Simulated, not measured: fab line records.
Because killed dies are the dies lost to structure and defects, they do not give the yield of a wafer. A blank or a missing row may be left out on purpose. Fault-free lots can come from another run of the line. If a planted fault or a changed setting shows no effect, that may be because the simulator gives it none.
Shared-tool check ; flow nand harc ; Lots sampled 11, wafers sampled 39

WHAT PROMPTED THE OPENING
On 2 of the 11 lots, a flag is raised at NHARC_P_GATE_INSPECT_28 on the reading raw defect count. No-fault wafers: 6.5, standard deviation 2.6.
Rule: flag the lot when none of its wafers has a number, or when each of its wafers that has one lies beyond 4 standard deviations from that mean. The other lots count as sound.

lot;measured;on;raw defect count, wafer by wafer;flag
L924;day 4 06:32;defect inspect-01;3 7 9;
L923;day 4 07:07;defect inspect-01;7 5 3;
L925;day 4 20:58;defect inspect-01;6 5 8;
L931;day 7 06:09;defect inspect-01;6 6 5;
L934;day 8 16:02;defect inspect-02;5 7 11;
L935;day 8 20:38;defect inspect-02;1087 1053 1060 1089 1076 1055;FLAGGED
L936;day 9 08:46;defect inspect-01;1059 1053 1050 1068 1087 1060;FLAGGED
L942;day 11 21:26;defect inspect-02;9 5 5;
L943;day 12 12:22;defect inspect-02;5 8 5;
L944;day 12 16:44;defect inspect-02;11 7 4;
L946;day 13 11:18;defect inspect-01;6 8 8;
Flagged lots average 1066.4: +1059.9 relative to the usual, that is +99 or more standard deviations.

WHICH TOOL RAN EACH LOT
The record holds 1 process step before the reading, out of a route of 1302 steps. In each cell: the tool, then ch and the chambers that the sampled wafers went through, then the start.
lot;flag;NHARC_P_GATE_EXPOSE_08
L924;;krf scanner-01 ch 0, day 3 13:36
L923;;krf scanner-02 ch 0, day 3 13:28
L925;;krf scanner-01 ch 0, day 4 04:20
L931;;krf scanner-04 ch 0, day 6 15:32
L934;;krf scanner-01 ch 0, day 7 21:13
L935;FLAGGED;krf scanner-01, day 8 04:47
L936;FLAGGED;krf scanner-02, day 8 17:27
L942;;krf scanner-02 ch 0, day 11 06:50
L943;;krf scanner-01 ch 0, day 11 19:12
L944;;krf scanner-02 ch 0, day 12 01:23
L946;;krf scanner-02 ch 0, day 12 21:13
What the steps here do:
- NHARC_P_GATE_EXPOSE_08: exposes mask P HV.
- NHARC_P_GATE_INSPECT_28

FLAGGED AGAINST TOTAL, ONE TOOL AT A TIME (gauges that did the reading follow at the end)
step;tool;lots run;flagged;share of the flagged lots;sound lots run after its first flagged lot
NHARC_P_GATE_EXPOSE_08;krf scanner-01;5;1;some;1 (L943)
NHARC_P_GATE_EXPOSE_08;krf scanner-02;5;1;some;3 (L942,L944,L946)
NHARC_P_GATE_EXPOSE_08;krf scanner-04;1;0;none;-
NHARC_P_GATE_INSPECT_28;defect inspect-01;6;1;some;1 (L946)
NHARC_P_GATE_INSPECT_28;defect inspect-02;5;1;some;3 (L942,L943,L944)

WHAT THE TABLE PERMITS
No row of the table ran every flagged lot.

WHAT THE SIMULATOR HAD INSERTED
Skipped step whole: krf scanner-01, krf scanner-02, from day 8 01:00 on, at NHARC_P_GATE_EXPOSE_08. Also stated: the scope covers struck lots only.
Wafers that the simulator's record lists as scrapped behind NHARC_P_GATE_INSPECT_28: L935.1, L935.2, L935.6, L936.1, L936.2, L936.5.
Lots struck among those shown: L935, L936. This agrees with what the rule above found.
